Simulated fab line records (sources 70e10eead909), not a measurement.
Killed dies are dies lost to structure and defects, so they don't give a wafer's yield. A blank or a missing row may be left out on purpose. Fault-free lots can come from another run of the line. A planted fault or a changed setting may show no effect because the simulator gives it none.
What tool caused it? + flow nand_harc + Sampling: 12 lots, 36 wafers, 6 of 1302 route steps

## WHAT EACH GAUGE READ, for each wafer
NHARC_A_DECK1_JOINT_THK_MEAS_17: measures by ellipsometry.
| lot  | measured     | on            | thk_nm (nm)    |
|------|--------------|---------------|----------------|
| L642 | day 14 08:04 | film_metro-02 | 42.8 44.0 45.7 |
| L643 | day 14 08:01 | film_metro-01 | 45.0 44.2 45.9 |
| L644 | day 15 09:49 | film_metro-02 | 44.1 47.6 45.0 |
| L646 | day 16 11:18 | film_metro-01 | 45.7 46.4 45.4 |
| L649 | day 17 00:01 | film_metro-01 | 42.7 44.1 44.4 |
| L651 | day 18 16:17 | film_metro-01 | 45.4 44.2 46.6 |
| L653 | day 19 00:12 | film_metro-01 | 43.8 44.7 43.2 |
| L655 | day 19 13:59 | film_metro-01 | 43.6 43.3 44.5 |
| L654 | day 19 16:33 | film_metro-01 | 43.6 43.9 44.5 |
| L657 | day 21 03:19 | film_metro-02 | 45.1 45.8 46.4 |
| L659 | day 21 16:17 | film_metro-01 | 46.3 43.4 43.2 |
| L660 | day 21 16:17 | film_metro-02 | 43.9 45.1 46.6 |

NHARC_A_ONON_D2_THK_MEAS_11: measures by ellipsometry.
| lot  | measured     | on            | thk_nm (nm)    |
|------|--------------|---------------|----------------|
| L642 | day 14 10:23 | film_metro-02 | 1019 1020 1020 |
| L643 | day 14 10:22 | film_metro-01 | 689 689 1003   |
| L644 | day 15 12:07 | film_metro-02 | 674 988 986    |
| L646 | day 16 13:37 | film_metro-01 | 1007 1006 1005 |
| L649 | day 17 02:19 | film_metro-01 | 1017 1018 1017 |
| L651 | day 18 18:36 | film_metro-02 | 1003 1002 1003 |
| L653 | day 19 02:32 | film_metro-01 | 997 998 998    |
| L655 | day 19 16:19 | film_metro-01 | 1014 1013 1013 |
| L654 | day 19 18:52 | film_metro-01 | 991 991 991    |
| L657 | day 21 05:37 | film_metro-02 | 992 993 993    |
| L659 | day 21 18:36 | film_metro-01 | 999 1000 997   |
| L660 | day 21 18:35 | film_metro-02 | 1006 1007 1008 |

NHARC_END_SORT_01.
| lot  | measured     | on        | killed_at_array | killed_at_other | killed_at_periphery | killed_dies | killed_open | killed_short |
|------|--------------|-----------|-----------------|-----------------|---------------------|-------------|-------------|--------------|
| L643 | day 27 14:42 | prober-01 | 674 675 50      | 0 0 0           | 3 2 6               | 677 677 56  | 5 2 3       | 1 2 3        |
| L644 | day 27 18:27 | prober-02 | 674 68 65       | 0 1 0           | 3 1 1               | 677 70 66   | 3 3 1       | 2 2 0        |
| L651 | day 30 16:52 | prober-01 | 58 55 59        | 1 0 2           | 1 4 3               | 60 59 64    | 5 3 6       | 2 3 1        |
| L653 | day 30 09:40 | prober-02 | 45 53 60        | 0 1 1           | 3 6 5               | 48 60 66    | 3 3 2       | 0 1 2        |

## EACH LOT AND THE TOOL THAT RAN IT (in order: tool; ch and the chambers of the sampled wafers; start)
| lot  | NHARC_A_CHANNEL_FILL_D1_CMP_10 | NHARC_A_DECK1_JOINT_DEP_16      | NHARC_A_ONON_D2_DEP_09           |
|------|--------------------------------|---------------------------------|----------------------------------|
| L642 | cmp-03 ch 2,3, day 13 00:20    | pecvd-02 ch 0,2, day 14 07:49   | pecvd_onon-03 ch 0, day 14 09:55 |
| L643 | cmp-02 ch 1,2,3, day 13 00:20  | pecvd-04 ch 0,1,2, day 14 07:44 | pecvd_onon-01 ch 0, day 14 09:58 |
| L644 | cmp-01 ch 0,1,2, day 14 01:29  | pecvd-01 ch 0,1,2, day 15 09:37 | pecvd_onon-01 ch 0, day 15 11:47 |
| L646 | cmp-01 ch 0,1,3, day 14 21:49  | pecvd-01 ch 1,2, day 16 11:03   | pecvd_onon-03 ch 0, day 16 13:06 |
| L649 | cmp-02 ch 1,3, day 15 14:20    | pecvd-04 ch 0,1,2, day 16 23:44 | pecvd_onon-03 ch 0, day 17 01:49 |
| L651 | cmp-03 ch 0,2,3, day 17 03:34  | pecvd-02 ch 1,2, day 18 16:02   | pecvd_onon-04 ch 0, day 18 18:05 |
| L653 | cmp-01 ch 0,2,3, day 17 12:05  | pecvd-04 ch 0,1, day 18 23:55   | pecvd_onon-01 ch 0, day 19 02:02 |
| L655 | cmp-03 ch 0,1,2, day 18 03:26  | pecvd-04 ch 0,1,2, day 19 13:42 | pecvd_onon-01 ch 0, day 19 15:47 |
| L654 | cmp-02 ch 0,1,3, day 18 07:01  | pecvd-04 ch 0,1, day 19 16:18   | pecvd_onon-03 ch 0, day 19 18:22 |
| L657 | cmp-03 ch 0,3, day 19 19:08    | pecvd-02 ch 0,1,2, day 21 03:04 | pecvd_onon-01 ch 0, day 21 05:06 |
| L659 | cmp-01 ch 1,2,3, day 20 04:14  | pecvd-02 ch 0,1,2, day 21 16:01 | pecvd_onon-01 ch 0, day 21 18:05 |
| L660 | cmp-01 ch 0,1,3, day 20 08:00  | pecvd-04 ch 0,2, day 21 16:00   | pecvd_onon-03 ch 0, day 21 18:05 |
- NHARC_A_CHANNEL_FILL_D1_CMP_10: polishes, target thk 150 nm.
- NHARC_A_DECK1_JOINT_DEP_16: deposits SiO2, target thk 45 nm.
- NHARC_A_ONON_D2_DEP_09: target thk 1000 nm.

## AS READ BY THE TOOLS THEMSELVES (means over the sampled wafers that have a number; for cases with no such wafer, the mark the record gives instead)
NHARC_A_CHANNEL_FILL_D1_CMP_10.
| lot  | tool   | edge_zone_pressure_frac | motor_current_A (A) | retaining_ring_pressure_frac | slurry_flow_ml_min | time_to_endpoint_s (s) |
|------|--------|-------------------------|---------------------|------------------------------|--------------------|------------------------|
| L642 | cmp-03 | 1.003                   | 12.8                | 1.004                        | 150.4              | 12.7                   |
| L643 | cmp-02 | 1.004                   | 12.1                | 0.998                        | 150.4              | 15.5                   |
| L644 | cmp-01 | 1.001                   | 12.9                | 1.006                        | 149.8              | 13.7                   |
| L646 | cmp-01 | 1.000                   | 12.4                | 1.001                        | 150.3              | 13.9                   |
| L649 | cmp-02 | 0.998                   | 11.3                | 1.005                        | 150.0              | 15.7                   |
| L651 | cmp-03 | 1.002                   | 12.5                | 1.000                        | 150.3              | 12.9                   |
| L653 | cmp-01 | 0.999                   | 12.0                | 1.005                        | 150.1              | 12.2                   |
| L655 | cmp-03 | 1.000                   | 11.6                | 1.000                        | 150.3              | 17.8                   |
| L654 | cmp-02 | 0.998                   | 11.3                | 1.001                        | 149.9              | 15.8                   |
| L657 | cmp-03 | 0.999                   | 12.8                | 1.001                        | 150.1              | 16.3                   |
| L659 | cmp-01 | 1.002                   | 13.0                | 0.998                        | 150.0              | 13.0                   |
| L660 | cmp-01 | 1.004                   | 12.8                | 1.008                        | 149.8              | 16.3                   |

NHARC_A_DECK1_JOINT_DEP_16.
| lot  | tool     | heater_power_w (W) | showerhead_vpp_V (V) | throttle_valve_pct (%) |
|------|----------|--------------------|----------------------|------------------------|
| L642 | pecvd-02 | 578                | 1715                 | 15.9                   |
| L643 | pecvd-04 | 433                | 1850                 | 16.1                   |
| L644 | pecvd-01 | 615                | 1788                 | 15.6                   |
| L646 | pecvd-01 | 548                | 1770                 | 15.7                   |
| L649 | pecvd-04 | 452                | 1844                 | 16.2                   |
| L651 | pecvd-02 | 515                | 1694                 | 15.4                   |
| L653 | pecvd-04 | 541                | 1929                 | 16.2                   |
| L655 | pecvd-04 | 460                | 1846                 | 16.6                   |
| L654 | pecvd-04 | 558                | 1886                 | 16.6                   |
| L657 | pecvd-02 | 516                | 1666                 | 15.6                   |
| L659 | pecvd-02 | 504                | 1662                 | 15.5                   |
| L660 | pecvd-04 | 402                | 1810                 | 16.1                   |

NHARC_A_ONON_D2_DEP_09.
| lot  | tool          | n2o_flow_sccm (sccm) |
|------|---------------|----------------------|
| L642 | pecvd_onon-03 | 1997                 |
| L643 | pecvd_onon-01 | 2003                 |
| L644 | pecvd_onon-01 | 1994                 |
| L646 | pecvd_onon-03 | 1993                 |
| L649 | pecvd_onon-03 | 2005                 |
| L651 | pecvd_onon-04 | 2003                 |
| L653 | pecvd_onon-01 | 1996                 |
| L655 | pecvd_onon-01 | 2000                 |
| L654 | pecvd_onon-03 | 2005                 |
| L657 | pecvd_onon-01 | 1997                 |
| L659 | pecvd_onon-01 | 1994                 |
| L660 | pecvd_onon-03 | 1998                 |

## THE ANSWER, worked out from the rows above alone
Rule: usual is defined by the lots themselves. Put in order of their means at a reading, lots are off if they are a third of the lots or fewer, leave a main group of 4 or more, and stand apart from it by a gap of 3 or more times the standard deviation of the main group's means; of several such gaps the widest counts. A main group is skipped when, at the precision printed for the reading in the tables above, its means are all equal. Also off: a lot with no number at a reading for which 4 or more lots have one. All remaining lots with rows at the step are treated as sound. After the gauges, taken in route order, come the tools' own readings; for these a lot's mean is taken, as printed above. At the first step where some lot is off, the reading lying furthest off is the one used; lots without a number count as furthest.
Off: L643, L644, at NHARC_A_ONON_D2_THK_MEAS_11 (thk_nm). The main group has a mean of 1005 nm with a standard deviation of 9.4.
If a tool, at a process step before that reading, ran all the lots that are off and no sound lot after the first of them, it fits. Gauges at NHARC_A_ONON_D2_THK_MEAS_11: tried the same way as those tools. None of those tried fits.

## WHAT WAS PUT IN BY THE SIMULATOR
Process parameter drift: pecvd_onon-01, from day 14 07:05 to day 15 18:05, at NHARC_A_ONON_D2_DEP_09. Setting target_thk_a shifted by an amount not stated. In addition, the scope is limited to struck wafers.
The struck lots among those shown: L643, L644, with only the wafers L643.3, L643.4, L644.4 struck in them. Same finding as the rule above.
